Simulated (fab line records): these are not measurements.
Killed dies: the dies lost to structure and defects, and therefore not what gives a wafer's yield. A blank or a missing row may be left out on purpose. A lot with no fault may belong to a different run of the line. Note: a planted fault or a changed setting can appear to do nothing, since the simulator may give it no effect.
Which tool was responsible?    flow n5-finfet    31 wafers sampled from 11 lots at 1 step of a route of 1938

## WHAT EACH GAUGE READ, for each wafer
N5_BEOL_M5_INSPECT_58: inspects for defects (darkfield).
lot   measured      on                 raw-defect-count
L384  day 8 05:24   defect-inspect-01  71 64 91
L385  day 8 08:53   defect-inspect-01  65 62 65
L387  day 9 04:13   defect-inspect-01  83 90 99
L394  day 11 23:23  defect-inspect-01  45 69 69
L393  day 12 00:10  defect-inspect-02  83 83 112
L396  day 12 06:44  defect-inspect-01  67 49 101
L399  day 12 17:40  defect-inspect-01  78 54
L400  day 13 02:24  defect-inspect-01  82 48 59
L401  day 13 04:10  defect-inspect-02  51 68 47
L403  day 13 17:59  defect-inspect-01  126 91
L405  day 14 09:56  defect-inspect-01  40 41 28

## WHICH TOOL RAN EACH LOT (tool, then ch and the chambers of the sampled wafers, then the start)
There is no process step in the record ahead of these readings.

## THE ANSWER, worked out from the rows above alone
Rule: the lots themselves supply what counts as usual. The widest of any qualifying gaps counts: lots, ordered by their means at a reading, are off when they make up no more than a third of the lots, leave a main group of 4 or more, and stand apart from it by 3 or more times the standard deviation of that group's means. If all means in a main group match to the digits the tables above print for the reading, that group is not used. A lot without any number at a reading at which 4 lots or more have one is off too. The other lots that the step has rows for count as sound.
Nothing can be told from this: no lot is off at any reading shown.

## WHAT THE SIMULATOR HAD PUT IN
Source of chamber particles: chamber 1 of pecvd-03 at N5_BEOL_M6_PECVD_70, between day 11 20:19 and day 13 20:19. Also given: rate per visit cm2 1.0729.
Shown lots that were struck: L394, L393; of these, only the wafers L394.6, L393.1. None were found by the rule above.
